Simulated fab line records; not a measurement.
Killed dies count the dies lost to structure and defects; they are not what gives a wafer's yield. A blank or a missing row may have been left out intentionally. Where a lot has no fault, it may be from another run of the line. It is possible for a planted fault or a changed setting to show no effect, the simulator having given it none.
Which tool is to blame? | flow nand harc | Sampling: 13 lots, 39 wafers, 4 of 1302 route steps

WHAT THE GAUGES READ, wafer by wafer
NHARC_A_ONON_D1_THK_MEAS_02: measures by ellipsometry. Usual: thk nm at 1002 nm, with a standard deviation of 9.2.
lot  | measured     | on            | thk nm (nm)    | flag
L423 | day 7 19:41  | film metro-01 | 1003 1003 1003 |
L424 | day 7 19:44  | film metro-01 | 1011 1010 1012 |
L425 | day 8 10:20  | film metro-01 | 1009 1009 1008 |
L434 | day 12 15:44 | film metro-02 | 1004 1004 1004 |
L435 | day 12 23:02 | film metro-02 | 986 984 985    |
L437 | day 13 19:59 | film metro-02 | 1011 1011 1012 |
L438 | day 13 19:59 | film metro-01 | 1018 1016 1018 |
L440 | day 14 16:37 | film metro-01 | 1000 1001 1001 |
L441 | day 15 04:24 | film metro-02 | 1005 1006 1004 |
L443 | day 16 09:27 | film metro-01 | 994 992 992    |
L445 | day 16 21:37 | film metro-01 | 994 992 992    |
L444 | day 16 21:37 | film metro-01 | 990 988 990    |
L446 | day 17 09:59 | film metro-02 | 1001 1001 1002 |

NHARC_A_ONON_D1_THK_MEAS_08: measures by ellipsometry. Usual: thk nm at 1004 nm, with a standard deviation of 13.
lot  | measured     | on            | thk nm (nm)    | flag
L423 | day 7 20:50  | film metro-02 | 1015 1014 1013 |
L424 | day 7 20:52  | film metro-02 | 1001 1000 1001 |
L425 | day 8 11:28  | film metro-02 | 994 994 994    |
L434 | day 12 16:52 | film metro-02 | 979 982 982    |
L435 | day 13 00:11 | film metro-02 | 732 732 1013   | OFF
L437 | day 13 21:07 | film metro-01 | 1010 727 1009  | OFF
L438 | day 13 21:08 | film metro-02 | 982 981 980    |
L440 | day 14 17:45 | film metro-02 | 991 989 992    |
L441 | day 15 05:32 | film metro-02 | 1001 1002 1003 |
L443 | day 16 10:35 | film metro-01 | 1002 1003 1003 |
L445 | day 16 22:44 | film metro-01 | 1003 1002 1004 |
L444 | day 16 22:45 | film metro-01 | 1023 1021 1022 |
L446 | day 17 11:07 | film metro-01 | 987 987 986    |

NHARC_END_SORT_01. Usual: killed at array 56, standard deviation 19; killed at other 1.0, standard deviation 1.3; killed at periphery 3.8, standard deviation 2.2; killed dies 61, standard deviation 19; killed open 3.1, standard deviation 1.9; killed short 2.3, standard deviation 1.5.
lot  | measured     | on        | killed at array | killed at other | killed at periphery | killed dies | killed open | killed short | flag
L435 | day 29 09:46 | prober-01 | 673 672 15      | 1 1 0           | 3 4 4               | 677 677 19  | 2 2 4       | 3 2 2        | OFF
L437 | day 30 09:55 | prober-01 | 50 675 46       | 3 1 2           | 3 1 6               | 56 677 54   | 2 4 0       | 2 1 2        | OFF
L438 | day 30 17:17 | prober-02 | 55 50 45        | 0 0 1           | 1 2 2               | 56 52 48    | 3 4 3       | 3 3 2        |
L440 | day 31 20:24 | prober-01 | 49 57 67        | 0 0 0           | 3 6 6               | 52 63 73    | 2 7 6       | 4 1 1        |

EACH LOT AND THE TOOL THAT RAN IT (in order: tool; ch and the chambers of the sampled wafers; start)
lot  | NHARC_A_ONON_D1_DEP_06
L423 | pecvd onon-04 ch 0, day 7 20:19
L424 | pecvd onon-03 ch 0, day 7 20:22
L425 | pecvd onon-02 ch 0, day 8 10:57
L434 | pecvd onon-03 ch 0, day 12 16:32
L435 | pecvd onon-02 ch 0, day 12 23:43
L437 | pecvd onon-02 ch 0, day 13 20:43
L438 | pecvd onon-04 ch 0, day 13 20:44
L440 | pecvd onon-04 ch 0, day 14 17:14
L441 | pecvd onon-03 ch 0, day 15 05:09
L443 | pecvd onon-03 ch 0, day 16 10:15
L445 | pecvd onon-03 ch 0, day 16 22:14
L444 | pecvd onon-04 ch 0, day 16 22:18
L446 | pecvd onon-03 ch 0, day 17 10:37
- NHARC_A_ONON_D1_DEP_06: target thk 1000 nm.

AS READ BY THE TOOLS THEMSELVES (means over the sampled wafers that have a number; for cases with no such wafer, the mark the record gives instead)
The record holds no such reading with a usual standard deviation.

THE ANSWER, worked out from the rows above alone
Rule: take the mean of a lot's wafers that have a number; if it is more than 3 standard deviations from the usual mean, the lot is off. A lot without any number at a reading at which 4 lots or more have one is off too. The other lots that the step has rows for count as sound. After the gauges, taken in route order, come the tools' own readings; for these a lot's mean is taken, as printed above. At the first step where some lot is off, the reading lying furthest off is the one used; lots without a number count as furthest.
Off at NHARC_A_ONON_D1_THK_MEAS_08 (thk nm): L435, L437.
If a tool, at a process step before that reading, ran all the lots that are off and no sound lot after the first of them, it fits. The gauges at NHARC_A_ONON_D1_THK_MEAS_08 aren't tried: what is off there is off at NHARC_END_SORT_01 too, on other tools, and a gauge's error can't cause that. One candidate fits, namely pecvd onon-02 at NHARC_A_ONON_D1_DEP_06. Its last sound lot is L425 (day 8 10:57), its first lot that is off L435 (day 12 23:43): a fault that began between those two fits.

WHAT HAD BEEN PUT IN BY THE SIMULATOR
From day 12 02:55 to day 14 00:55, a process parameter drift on pecvd onon-02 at NHARC_A_ONON_D1_DEP_06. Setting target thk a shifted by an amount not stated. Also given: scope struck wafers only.
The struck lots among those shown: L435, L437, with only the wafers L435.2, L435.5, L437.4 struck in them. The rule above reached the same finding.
